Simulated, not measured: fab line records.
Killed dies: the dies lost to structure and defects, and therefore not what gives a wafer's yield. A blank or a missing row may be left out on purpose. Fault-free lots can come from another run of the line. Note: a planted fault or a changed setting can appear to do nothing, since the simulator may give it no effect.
Which tool is to blame? | flow n5_finfet | route of 1938 steps, sampled at 1 step: 9 lots, 25 wafers

== WHAT THE GAUGES READ, wafer by wafer ==
N5_BEOL_M4_RC_MEAS_101.
lot  | measured     | on        | DIBL_N (mV/V)
L617 | day 10 03:05 | prober-02 | 37.8 37.4 36.2
L618 | day 10 04:53 | prober-02 | 37.8 36.2 36.9
L619 | day 10 05:15 | prober-01 | 38.4 35.0 34.1
L622 | day 11 08:40 | prober-01 | 36.7 34.2 36.9
L623 | day 11 09:25 | prober-02 | 36.8 36.2 37.0
L627 | day 12 10:04 | prober-01 | 35.3 37.3
L629 | day 12 17:18 | prober-01 | 37.1 36.9 38.5
L630 | day 13 12:38 | prober-02 | 35.6 34.5
L632 | day 14 09:27 | prober-01 | 36.2 36.6 34.8

== WHAT TOOL EACH LOT RAN ON (gives the tool, then ch and the chambers of the sampled wafers, and finally the start) ==
No process step before these readings appears in the record.

== THE ANSWER, worked out from the rows above alone ==
Rule: the usual values come from the lots themselves. The widest of any qualifying gaps counts: lots, ordered by their means at a reading, are off when they make up no more than a third of the lots, leave a main group of 4 or more, and stand apart from it by 3 or more times the standard deviation of that group's means. The tables above print the reading to a certain number of digits; a main group whose means all agree to those digits is not used. A lot without any number at a reading at which 4 lots or more have one is off too. Where the step has rows for the other lots, those lots are counted as sound.
None of the lots is off at any reading shown; this tells nothing.

== WHAT THE SIMULATOR HAD INSERTED ==
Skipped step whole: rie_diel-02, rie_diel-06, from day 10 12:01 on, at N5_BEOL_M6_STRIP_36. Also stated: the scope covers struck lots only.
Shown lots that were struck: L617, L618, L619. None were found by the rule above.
